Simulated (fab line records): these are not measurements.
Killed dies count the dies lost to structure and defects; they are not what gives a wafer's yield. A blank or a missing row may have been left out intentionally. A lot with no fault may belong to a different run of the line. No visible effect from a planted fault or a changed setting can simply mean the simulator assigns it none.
fab line records ; flow n5_finfet
record lots=8; wafers=24; last_day=17
route steps=1938 shown BEOL_M4@1111 BEOL_M6@1216 PASSIVATION@1936
lots untouched by any fault: they come from a run of this same line in which no faults occurred
start_h: hours from the record's opening day to when the first of the lot's shown wafers began ; wait_h: hours since the lot's step before ; " repeats the value in the row above ; L1.1+2: one row covering several wafers at once ; - either no value or no given start ; * or withheld: withheld ; < > ~ a bound
route shown NAME@n: a module of which the file shows steps, and the number in the route of the first ; usual: the fault-free wafers' mean and standard deviation ; same: alike in all rows ; chamber/n: place in a boat ; sites: the reading at each site ; _std_site: standard deviation across them ; _edge_site: inner sites' mean taken away from outer sites' mean ; radius_mm: how far each site lies from the wafer's centre ; mask NAME#n: copy n ; behind: the tool/chamber that last shaped the wafer ; hold: what put the lot on hold/how long, in hours/how the hold closed ; device: which transistor (n, p or np) failed to switch ; end of line: the tests these same wafers got at the end of their route ; a step without rows: its recipe alone ; killed: not the wafer's yield, but the dies lost to structure and defects at the first sort ; map: per-die view of a wafer (x killed, . not killed, _ where there is no die)
set.NAME: the setting that was run; set.NAME@STEP: the one run at that earlier step ; model.NAME: the simulator's own value behind a step, which no gauge read
the route's steps for a sample of lots (tables are steps, rows are wafers)
services: the hour from which a tool's chamber was out of use, counted from the record's first day as start_h (under 0 if before that day), plus the number of hours and why
## steps
# step N5_BEOL_M4_RC_MEAS_101
# usual DIBL_N=36.4/1.3; DIBL_P=36.5/1.7; IOFF_N=0.154/0.022; IOFF_P=0.202/0.025; ION_N=671/9.8; ION_P=460/6.8; SS_N=71.6/0.54; SS_P=73.4/0.58; VT_N=250.9/2.8; VT_P=-251.4/2.7
lot.wafer;tool;chamber;start_h;wait_h;DIBL_N[mV/V];DIBL_P[mV/V];IOFF_N[nA/um];IOFF_P[nA/um];ION_N[uA/um];ION_P[uA/um];SS_N[mV/dec];SS_P[mV/dec];VT_N[mV];VT_P[mV]
L905.1;prober-01;0;167.88;0.0;39.0;37.2;0.176;0.213;686;469;73.3;74.2;247.0;-251.2
L905.2;prober-01;0;167.88;0.0;39.4;37.7;0.183;0.222;683;461;72.5;74.1;247.6;-249.5
L905.6;prober-01;0;167.88;0.0;40.5;39.9;0.224;0.259;697;477;72.8;74.2;244.5;-250.8
L917.1;prober-01;0;230.23;0.0;35.9;38.8;0.157;0.192;673;458;71.7;73.6;249.1;-254.4
L917.2;prober-01;0;230.23;0.0;35.8;39.1;0.153;0.191;665;458;71.6;73.8;251.6;-251.8
L917.3;prober-01;0;230.23;0.0;35.6;38.8;0.147;0.182;672;452;71.8;73.1;252.3;-254.5
L918.1;prober-02;0;230.72;0.0;36.2;36.7;0.164;0.205;681;464;71.7;72.6;250.9;-250.8
L918.3;prober-02;0;230.72;0.0;35.1;35.4;0.143;0.187;671;459;71.8;72.5;252.5;-251.6
L918.5;prober-02;0;230.72;0.0;34.2;33.9;0.132;0.176;671;458;71.3;72.5;251.3;-253.4
L920.1;prober-01;0;261.24;0.0;37.2;35.4;0.176;0.210;665;452;72.6;73.9;250.9;-251.1
L920.2;prober-01;0;261.24;0.0;35.0;34.6;0.140;0.197;667;457;72.0;73.3;252.5;-249.8
L920.5;prober-01;0;261.24;0.0;36.2;35.3;0.156;0.205;663;456;71.8;73.6;250.5;-248.8
L922.2;prober-01;0;268.42;0.2;34.8;34.5;0.125;0.172;655;449;71.9;72.9;256.1;-255.7
L922.4;prober-01;0;268.42;0.2;35.5;35.5;0.136;0.194;660;458;71.4;73.9;254.0;-254.8
L922.5;prober-01;0;268.42;0.2;36.8;36.3;0.145;0.209;659;458;71.2;73.0;250.3;-253.4
L926.3;prober-02;0;287.61;0.3;38.7;40.7;0.203;0.250;671;462;73.0;74.1;248.8;-248.9
L926.4;prober-02;0;287.61;0.3;37.7;40.3;0.184;0.238;675;457;72.1;74.4;249.9;-249.7
L926.5;prober-02;0;287.61;0.3;38.3;41.4;0.213;0.267;679;461;72.4;73.9;248.1;-247.8
L925.2;prober-01;0;295.86;0.2;37.1;35.6;0.163;0.198;661;449;71.9;73.7;250.8;-252.9
L925.3;prober-01;0;295.86;0.2;37.6;37.3;0.188;0.241;676;463;71.9;74.4;244.2;-245.9
L925.5;prober-01;0;295.86;0.2;37.2;37.7;0.193;0.248;687;469;71.4;73.6;246.1;-245.7
L928.1;prober-01;0;305.59;0.0;36.1;37.4;0.157;0.192;677;453;71.5;73.3;247.4;-252.0
L928.2;prober-01;0;305.59;0.0;37.4;38.9;0.189;0.220;685;465;71.6;74.2;245.6;-250.3
L928.3;prober-01;0;305.59;0.0;37.3;38.9;0.187;0.211;669;455;71.8;73.7;248.7;-251.6
# step N5_BEOL_M6_STRIP_19
# recipe chemistry=O2; power_w=400; temp_c=40; pressure_mtorr=30; rf_frequency_hz=6e+07; bias_power_w=0; overash_fraction=0.2; o2_flow_sccm=225
# usual drypump_motor_current_A=5.8/0.39; o2_flow_sccm=225.0/0.69; oes_product_au=0.79/0.096; rf_vpp_V=3.7/0.58; showerhead_plenum_p_Torr=2.05/0.058; throttle_valve_pct=16.73/0.29
lot.wafer;tool;chamber;start_h;wait_h;drypump_motor_current_A;o2_flow_sccm;oes_product_au;rf_hours_counter_h;rf_vpp_V;showerhead_plenum_p_Torr;throttle_valve_pct
L905.1;rie_diel-05;2;185.88;0.1;6.2;224.5;0.94;5;3.9;2.14;16.56
L905.2;rie_diel-05;0;185.88;0.1;5.6;224.7;0.85;62;3.3;2.03;16.50
L905.6;rie_diel-05;2;185.88;0.1;6.2;225.4;0.95;-;3.3;2.14;16.57
L918.1;rie_diel-05;1;247.16;0.2;5.1;225.4;0.90;45;3.6;2.04;16.42
L918.3;rie_diel-05;3;247.16;0.2;5.8;224.7;0.70;243;4.1;2.05;16.76
L918.5;rie_diel-05;3;247.16;0.2;5.8;226.3;0.70;-;4.6;2.05;16.75
L917.1;rie_diel-05;3;252.21;0.2;5.7;225.1;0.70;246;3.8;2.05;16.77
L917.2;rie_diel-05;1;252.21;0.2;5.1;223.6;0.89;48;3.7;2.04;16.41
L917.3;rie_diel-05;2;252.21;0.2;6.2;225.8;0.87;32;2.7;2.13;16.61
L920.1;rie_diel-02;2;276.84;0.2;6.1;225.6;0.71;219;3.4;2.17;17.22
L920.2;rie_diel-02;0;276.84;0.2;5.9;225.4;0.68;250;2.6;1.98;16.96
L920.5;rie_diel-02;3;276.84;0.2;6.1;224.4;0.69;-;3.6;1.98;17.23
L922.2;rie_diel-06;2;285.87;0.2;5.9;224.3;0.90;51;3.3;2.05;16.33
L922.4;rie_diel-06;0;285.87;0.2;5.8;225.9;0.86;56;3.3;2.04;16.61
L922.5;rie_diel-06;2;285.87;0.2;5.9;224.4;0.89;-;4.4;2.05;16.34
L926.3;rie_diel-05;2;302.55;0.1;6.2;225.2;0.84;54;3.1;2.12;16.67
L926.4;rie_diel-05;1;302.55;0.1;5.1;224.8;0.86;70;2.3;2.03;16.46
L926.5;rie_diel-05;2;302.55;0.1;6.2;225.2;0.85;-;3.1;2.12;16.64
L925.2;rie_diel-05;3;310.98;0.2;5.7;225.4;0.95;10;4.2;2.05;16.36
L925.3;rie_diel-05;2;310.98;0.2;6.2;224.8;0.84;57;3.5;2.12;16.68
L925.5;rie_diel-05;0;310.98;0.2;5.6;225.5;0.81;-;4.2;2.02;16.53
L928.1;rie_diel-06;2;319.15;0.1;5.9;226.2;0.87;62;4.6;2.05;16.35
L928.2;rie_diel-06;1;319.15;0.1;6.0;225.2;0.70;215;3.6;2.07;16.96
L928.3;rie_diel-06;3;319.15;0.1;6.2;225.5;0.72;211;3.5;1.99;16.82
# step N5_BEOL_M6_INSPECT_30
# recipe mode=adi; inspect_instrument=brightfield
# usual raw_defect_count=404/88
lot.wafer;tool;chamber;start_h;wait_h;raw_defect_count
L905.1;defect_inspect-02;-;187.65;0.1;415
L905.2;defect_inspect-02;-;187.65;0.1;324
L905.6;defect_inspect-02;-;187.65;0.1;365
L918.1;defect_inspect-01;-;247.74;0.1;345
L918.3;defect_inspect-01;-;247.74;0.1;351
L918.5;defect_inspect-01;-;247.74;0.1;471
L917.1;defect_inspect-01;-;252.73;0.1;342
L917.2;defect_inspect-01;-;252.73;0.1;436
L917.3;defect_inspect-01;-;252.73;0.1;360
L920.1;defect_inspect-02;-;280.46;0.1;310
L920.2;defect_inspect-02;-;280.46;0.1;346
L920.5;defect_inspect-02;-;280.46;0.1;338
L922.2;defect_inspect-01;-;286.62;0.0;402
L922.4;defect_inspect-01;-;286.62;0.0;444
L922.5;defect_inspect-01;-;286.62;0.0;454
L926.3;defect_inspect-01;-;304.77;0.0;436
L926.4;defect_inspect-01;-;304.77;0.0;440
L926.5;defect_inspect-01;-;304.77;0.0;536
L925.2;defect_inspect-01;-;311.65;0.0;523
L925.3;defect_inspect-01;-;311.65;0.0;670
L925.5;defect_inspect-01;-;311.65;0.0;607
L928.1;defect_inspect-01;-;321.92;0.1;335
L928.2;defect_inspect-01;-;321.92;0.1;244
L928.3;defect_inspect-01;-;321.92;0.1;339
# step N5_BEOL_M6_ETCH_66
# recipe chemistry=N2/H2; target=SOC; target_depth_a=800; overetch_a=160; mask_material=SiARC; temp_c=40; time_s=120; ion_energy_ev=200; pressure_mtorr=30; source_w=840; bias_w=150; n2_flow_sccm=200; h2_flow_sccm=200
# usual bias_w=150.0/0.44; chamber_pressure_mTorr=30.005/0.029; drypump_motor_current_A=5.8/0.37; oes_product_au=0.61/0.064; rf_vpp_V=522.3/1.9; showerhead_plenum_p_Torr=2.49/0.062; throttle_valve_pct=17.85/0.29
lot.wafer;tool;chamber;start_h;wait_h;bias_w;chamber_pressure_mTorr;drypump_motor_current_A;oes_product_au;rf_hours_counter_h;rf_vpp_V;showerhead_plenum_p_Torr;throttle_valve_pct
L905.1;rie_diel-02;2;187.76;0.0;149.3;30.011;6.2;0.58;185;526.2;2.63;18.22
L905.2;rie_diel-02;3;187.76;0.0;150.3;30.011;6.1;0.54;199;520.2;2.42;18.32
L905.6;rie_diel-02;1;187.76;0.0;148.9;30.018;5.0;0.56;-;519.9;2.43;17.83
L918.1;rie_diel-06;1;247.86;0.0;-;-;-;-;-;-;-;-
L918.3;rie_diel-06;2;247.86;0.0;-;-;-;-;-;-;-;-
L918.5;rie_diel-06;3;247.86;0.0;-;-;-;-;-;-;-;-
L917.1;rie_diel-05;1;252.85;0.0;-;-;-;-;-;-;-;-
L917.2;rie_diel-05;3;252.85;0.0;-;-;-;-;-;-;-;-
L917.3;rie_diel-05;2;252.85;0.0;-;-;-;-;-;-;-;-
L920.1;rie_diel-02;1;280.58;0.0;-;-;-;-;-;-;-;-
L920.2;rie_diel-02;0;280.58;0.0;-;-;-;-;-;-;-;-
L920.5;rie_diel-02;2;280.58;0.0;-;-;-;-;-;-;-;-
L922.2;rie_diel-02;2;286.73;0.0;150.3;30.072;6.2;0.56;221;526.9;2.62;18.29
L922.4;rie_diel-02;3;286.73;0.0;149.5;29.991;6.1;0.53;-;519.6;2.41;18.39
L922.5;rie_diel-02;1;286.73;0.0;150.1;30.013;5.0;0.54;-;520.3;2.41;17.88
L926.3;rie_diel-05;0;305.20;0.0;149.5;29.994;5.6;0.61;103;521.6;2.46;17.74
L926.4;rie_diel-05;3;305.20;0.0;150.5;29.979;5.7;0.73;8;523.0;2.49;17.52
L926.5;rie_diel-05;0;305.20;0.0;150.0;30.010;5.6;0.61;-;523.2;2.46;17.74
L925.2;rie_diel-06;1;312.11;0.0;150.9;30.000;6.0;0.54;212;523.1;2.53;18.27
L925.3;rie_diel-06;2;312.11;0.0;150.4;29.974;5.9;0.67;60;520.9;2.47;17.35
L925.5;rie_diel-06;0;312.11;0.0;149.8;29.998;5.8;0.66;-;522.6;2.47;17.74
L928.1;rie_diel-06;1;322.34;0.0;150.8;30.056;6.0;0.54;216;522.4;2.53;18.27
L928.2;rie_diel-06;0;322.34;0.0;149.9;30.033;5.8;0.65;69;522.3;2.47;17.74
L928.3;rie_diel-06;2;322.34;0.0;150.0;30.059;5.9;0.66;63;520.9;2.46;17.35
# step N5_BEOL_M6_VIA_ETCH_34
# recipe chemistry=C4F6/O2; target=SiCOH_lowk; target_depth_a=1263; mask_material=SOC; taper_deg=4; time_s=50.9; ion_energy_ev=250; pressure_mtorr=30; source_w=345; bias_w=185; Ar_flow_sccm=300; C4F6_flow_sccm=10; O2_flow_sccm=10
# usual C4F6_flow_sccm=10.00/0.03; O2_flow_sccm=10.002/0.027; bias_w=185.0/0.58; drypump_motor_current_A=5.8/0.37; oes_ar_750_au=0.80/0.082; oes_product_au=0.79/0.087; rf_vpp_V=665/5.7; showerhead_plenum_p_Torr=2.79/0.065; throttle_valve_pct=20.93/0.26
lot.wafer;tool;chamber;start_h;wait_h;C4F6_flow_sccm;O2_flow_sccm;bias_w;drypump_motor_current_A;oes_ar_750_au;oes_product_au;rf_hours_counter_h;rf_vpp_V;showerhead_plenum_p_Torr;throttle_valve_pct
L905.1;rie_diel-02;2;187.86;0.0;9.98;10.022;186.0;6.2;0.75;0.75;185;677;2.94;21.32
L905.2;rie_diel-02;3;187.86;0.0;10.01;10.068;184.3;6.1;0.72;0.71;199;660;2.72;21.45
L905.6;rie_diel-02;1;187.86;0.0;10.00;9.971;185.0;5.0;0.72;0.73;-;661;2.73;20.92
L918.1;rie_diel-06;1;247.96;0.0;10.05;10.026;184.6;6.0;0.72;0.27;193;671;2.82;20.94
L918.3;rie_diel-06;2;247.96;0.0;10.00;10.015;184.7;5.9;0.91;0.33;36;662;2.79;20.33
L918.5;rie_diel-06;3;247.96;0.0;9.99;10.011;185.3;6.1;0.74;0.28;-;666;2.74;20.90
L917.1;rie_diel-05;1;252.95;0.0;9.96;10.002;185.3;5.1;0.87;0.33;49;668;2.78;20.57
L917.2;rie_diel-05;3;252.95;0.0;9.96;10.014;184.6;5.8;0.70;0.26;246;654;2.81;20.84
L917.3;rie_diel-05;2;252.95;0.0;10.02;10.015;185.5;6.2;0.88;0.33;32;663;2.90;20.79
L920.1;rie_diel-02;1;280.68;0.0;10.00;10.015;183.9;5.0;0.71;0.26;220;659;2.72;20.81
L920.2;rie_diel-02;0;280.68;0.0;9.98;9.961;184.6;5.9;0.68;0.26;250;659;2.68;20.93
L920.5;rie_diel-02;2;280.68;0.0;10.04;10.018;186.1;6.2;0.72;0.27;-;678;2.93;21.21
L922.2;rie_diel-02;2;286.83;0.0;10.00;10.005;184.1;6.1;0.72;0.71;221;676;2.92;21.38
L922.4;rie_diel-02;3;286.83;0.0;10.00;10.004;185.6;6.1;0.69;0.68;-;660;2.70;21.50
L922.5;rie_diel-02;1;286.83;0.0;10.00;10.003;185.2;5.0;0.71;0.69;-;660;2.72;20.98
L926.3;rie_diel-05;0;305.30;0.0;9.96;9.979;184.6;5.6;0.80;0.80;103;660;2.75;20.77
L926.4;rie_diel-05;3;305.30;0.0;10.00;10.027;184.7;5.8;0.95;0.95;8;655;2.80;20.68
L926.5;rie_diel-05;0;305.30;0.0;9.96;9.986;185.3;5.6;0.79;0.81;-;661;2.75;20.75
L925.2;rie_diel-06;1;312.21;0.0;9.98;9.992;184.5;6.0;0.71;0.70;212;669;2.81;21.13
L925.3;rie_diel-06;2;312.21;0.0;9.96;9.995;185.8;5.9;0.87;0.87;60;661;2.78;20.53
L925.5;rie_diel-06;0;312.21;0.0;10.04;9.998;185.5;5.8;0.86;0.86;-;670;2.76;20.82
L928.1;rie_diel-06;1;322.44;0.0;10.03;9.991;185.5;6.0;0.71;0.70;216;670;2.81;21.13
L928.2;rie_diel-06;0;322.44;0.0;10.00;9.999;185.8;5.8;0.85;0.85;69;671;2.76;20.82
L928.3;rie_diel-06;2;322.44;0.0;9.96;10.007;184.4;5.9;0.86;0.86;63;662;2.77;20.53
# step N5_BEOL_M6_STRIP_36
# recipe chemistry=N2/H2; power_w=450; temp_c=40; pressure_mtorr=20; rf_frequency_hz=6e+07; overash_fraction=0.3; bias_power_w=7; h2_frac=0.5; n2_flow_sccm=200; h2_flow_sccm=200
# usual drypump_motor_current_A=5.8/0.37; oes_product_au=0.80/0.089; rf_vpp_V=59.1/1.3; showerhead_plenum_p_Torr=2.49/0.062; throttle_valve_pct=23.7/0.32
lot.wafer;tool;chamber;start_h;wait_h;drypump_motor_current_A;oes_product_au;rf_hours_counter_h;rf_vpp_V;showerhead_plenum_p_Torr;throttle_valve_pct
L905.1;rie_diel-02;2;187.91;0.0;6.1;0.74;185;59.7;2.63;24.0
L905.2;rie_diel-02;3;187.91;0.0;6.1;0.70;199;58.6;2.42;24.1
L905.6;rie_diel-02;1;187.91;0.0;5.0;0.71;-;55.9;2.42;23.6
L918.1;rie_diel-06;1;248.01;0.0;6.0;0.72;193;57.9;2.53;24.3
L918.3;rie_diel-06;2;248.01;0.0;5.9;0.91;36;58.8;2.47;23.1
L918.5;rie_diel-06;3;248.01;0.0;6.2;0.73;-;58.1;2.42;23.7
L917.1;rie_diel-05;1;253.00;0.0;5.1;0.87;49;60.0;2.49;23.6
L917.2;rie_diel-05;3;253.00;0.0;5.7;0.70;246;58.8;2.49;23.7
L917.3;rie_diel-05;2;253.00;0.0;6.3;0.88;32;60.2;2.58;23.6
L920.1;rie_diel-02;1;280.73;0.0;5.0;0.69;220;58.5;2.41;23.7
L920.2;rie_diel-02;0;280.73;0.0;5.9;0.69;250;58.4;2.39;24.0
L920.5;rie_diel-02;2;280.73;0.0;6.2;0.71;-;59.3;2.62;24.1
L922.2;rie_diel-02;2;286.88;0.0;6.2;0.71;221;59.6;2.61;24.1
L922.4;rie_diel-02;3;286.88;0.0;6.1;0.67;-;58.4;2.41;24.2
L922.5;rie_diel-02;1;286.88;0.0;5.0;0.68;-;59.4;2.41;23.7
L926.3;rie_diel-05;0;305.35;0.0;5.6;0.81;103;61.7;2.46;23.6
L926.4;rie_diel-05;3;305.35;0.0;5.7;0.97;8;59.2;2.48;23.4
L926.5;rie_diel-05;0;305.35;0.0;5.6;0.82;-;58.9;2.46;23.5
L925.2;rie_diel-06;1;312.26;0.0;6.0;0.71;212;59.9;2.52;24.3
L925.3;rie_diel-06;2;312.26;0.0;5.9;0.87;60;60.7;2.46;23.1
L925.5;rie_diel-06;0;312.26;0.0;5.8;0.85;-;59.7;2.47;23.5
L928.1;rie_diel-06;1;322.50;0.0;6.0;0.71;216;60.4;2.52;24.2
L928.2;rie_diel-06;0;322.50;0.0;5.8;0.86;69;58.9;2.47;23.6
L928.3;rie_diel-06;2;322.50;0.0;5.9;0.87;63;60.1;2.46;23.1
# step N5_PASSIVATION_PROBE_49
# usual defect_limited_yield=91.1/1.3; killed_at_M0_to_M3=34/10; killed_at_M4_up=14/5.7; killed_at_contacts=12/5.9; killed_at_front_end=41/12; killed_at_other=4/3.1; killed_dies=105/15; killed_on_rim=14/4.2; killed_open=69/11; killed_short=35/7.8; sort_bin_5_function=5.3/0.81; sort_bin_6_memory=3.3/0.75; sort_n_pass=1075/15; sort_yield_pct=91.1/1.3
# same gross_dies=1180; killed_at_back_side=0; sort_bin_4_leakage[%]=0; sort_bin_8_speed[%]=0
lot.wafer;tool;chamber;start_h;wait_h;defect_limited_yield[%];killed_at_M0_to_M3;killed_at_M4_up;killed_at_contacts;killed_at_front_end;killed_at_other;killed_dies;killed_on_rim;killed_open;killed_short;sort_bin_5_function[%];sort_bin_6_memory[%];sort_n_pass;sort_yield_pct[%]
L918.1;prober-02;-;330.19;0.0;0;31;1079;6;55;9;1180;152;72;45;95.5;4.2;0;0
L918.3;prober-02;-;330.29;0.1;0;65;1035;6;68;6;1180;152;111;48;93.3;6.1;0;0
L918.5;prober-02;-;330.39;0.2;0;46;1060;7;65;2;1180;152;86;41;95.1;4.6;0;0
L917.1;prober-02;-;343.66;0.0;0;25;1095;12;42;6;1180;152;66;39;96.0;3.6;0;0
L917.2;prober-02;-;343.71;0.1;0;37;1078;9;52;4;1180;152;81;40;96.0;3.7;0;0
L917.3;prober-02;-;343.76;0.1;0;27;1066;15;62;10;1180;152;82;41;95.2;4.5;0;0
L920.1;prober-02;-;368.49;0.4;0;38;1097;9;36;0;1180;152;66;37;96.9;3.0;0;0
L920.2;prober-02;-;368.54;0.4;0;26;1108;17;29;0;1180;152;62;29;97.0;2.7;0;0
L920.5;prober-02;-;368.69;0.6;0;15;1090;12;60;3;1180;152;66;34;96.4;3.3;0;0
# killed by level:class
L918.1 BEOL_M6:area_etch=1063 FIN_SAQP:geometric_particle:short=15 STI_FIN_REVEAL:geometric_particle:open=13 BEOL_M0_SAQP:geometric_particle:short=8 BEOL_M2:geometric_particle:open=8 FIN_SAQP:geometric_particle:open=6 BEOL_M3:geometric_particle:open=6 DUMMY_GATE:geometric_particle:open=5
L918.3 BEOL_M6:area_etch=1021 BEOL_M0_SAQP:geometric_particle:open=17 FIN_SAQP:geometric_particle:short=15 STI_FIN_REVEAL:geometric_particle:open=15 BEOL_M0_SAQP:geometric_particle:short=13 FIN_SAQP:geometric_particle:open=11 DUMMY_GATE:geometric_particle:open=11 BEOL_M1:geometric_particle:open=11
L918.5 BEOL_M6:area_etch=1052 STI_FIN_REVEAL:geometric_particle:open=25 FIN_SAQP:geometric_particle:short=10 BEOL_M0_SAQP:geometric_particle:open=8 BEOL_M0_SAQP:geometric_particle:short=8 BEOL_M1:geometric_particle:open=8 FIN_SAQP:geometric_particle:open=6 STARTING-WAFER:geometric_particle:open=6
L917.1 BEOL_M6:area_etch=1075 BEOL_M4:geometric_particle:open=12 MOL_CONTACT_COAG:geometric_particle:open=10 FIN_SAQP:geometric_particle:short=8 FIN_SAQP:geometric_particle:open=7 BEOL_M0_SAQP:geometric_particle:open=6 STI_FIN_REVEAL:geometric_particle:open=5 ILD0:geometric_particle:short=5
L917.2 BEOL_M6:area_etch=1059 FIN_SAQP:geometric_particle:short=12 STI_FIN_REVEAL:geometric_particle:open=12 FIN_SAQP:geometric_particle:open=11 BEOL_M4:geometric_particle:open=11 BEOL_M0_SAQP:geometric_particle:open=10 BEOL_M2:geometric_particle:open=8 BEOL_M0_SAQP:geometric_particle:short=8
L917.3 BEOL_M6:area_etch=1056 STI_FIN_REVEAL:geometric_particle:open=16 MOL_CONTACT_COAG:geometric_particle:open=12 FIN_SAQP:geometric_particle:open=10 GATE_CUT:geometric_particle:short=8 BEOL_M4:geometric_particle:open=8 BEOL_M0_SAQP:geometric_particle:short=7 STARTING-WAFER:geometric_particle:open=7
L920.1 BEOL_M6:area_etch=1077 BEOL_M2:geometric_particle:open=11 BEOL_M4:geometric_particle:open=9 BEOL_M1:geometric_particle:open=8 BEOL_M0_SAQP:geometric_particle:open=7 FIN_SAQP:geometric_particle:short=6 MOL_CONTACT_COAG:geometric_particle:open=6 BEOL_M0_SAQP:geometric_particle:short=6
L920.2 BEOL_M6:area_etch=1088 MOL_CONTACT_COAG:geometric_particle:open=15 STI_FIN_REVEAL:geometric_particle:open=10 BEOL_M4:geometric_particle:open=8 ILD0:geometric_particle:short=7 BEOL_M1:geometric_particle:open=7 BEOL_M0_SAQP:geometric_particle:short=7 BEOL_M2:geometric_particle:open=5
L920.5 BEOL_M6:area_etch=1078 FIN_SAQP:geometric_particle:open=10 STI_FIN_REVEAL:geometric_particle:open=9 BEOL_M4:geometric_particle:open=9 MOL_CONTACT_COAG:geometric_particle:open=9 FIN_SAQP:geometric_particle:short=7 GATE_CUT:geometric_particle:open=7 STARTING-WAFER:geometric_particle:short=7
## services
tool;chamber;start_h;hours;kind
rie_diel-02;2;180.54;3.9;repair
rie_diel-05;3;185.11;4.9;repair
rie_diel-06;2;209.85;1.5;repair
rie_diel-02;-;243.77;0.4;repair
rie_diel-05;0;246.43;14.1;repair
rie_diel-06;1;249.84;9.5;repair
rie_diel-05;3;260.62;-;clean
rie_diel-05;3;260.62;-;consumable_replace:focus_ring
rie_diel-05;3;260.62;24.3;scheduled_down
rie_diel-05;3;260.62;24.3;vent_cycle
rie_diel-06;0;274.73;1.6;repair
rie_diel-06;0;276.83;7.2;repair
rie_diel-02;0;286.55;12.4;repair
rie_diel-02;-;320.74;3.6;repair
## key
first_sign step=N5_BEOL_M6_ETCH_66; reading=tool_record; direction=missing
effect step=N5_BEOL_M6_VIA_ETCH_34; reading=oes_product_au; direction=down; sigmas=5.8; usual=0.79; struck=0.29
effect step=N5_PASSIVATION_PROBE_49; reading=killed_at_M4_up; direction=up; sigmas=99+; usual=14; struck=1079
more_kills_born_at N5_BEOL_M6_ETCH_66@rie_diel-02=3243; N5_BEOL_M6_ETCH_66@rie_diel-05=3190; N5_BEOL_M6_ETCH_66@rie_diel-06=3136
met_at N5_BEOL_M6_ETCH_66
struck_lots L917,L918,L920
later_rows_left_out L917.1,L917.2,L917.3,L918.1,L918.3,L918.5,L920.1,L920.2,L920.5
not_acting_at N5_BEOL_M6_STRIP_19,N5_BEOL_M6_INSPECT_30,N5_BEOL_M6_STRIP_36
onset_between 187.76 247.86
fault kind=skipped_step_whole; tool=rie_diel-02,rie_diel-05,rie_diel-06; chamber=-; onset_h=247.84; steps=N5_BEOL_M6_ETCH_66; scope=struck_lots_only
# later_rows_left_out: the simulator's readings of these wafers behind a module that went badly wrong aren't trusted and aren't shown, but for the sort
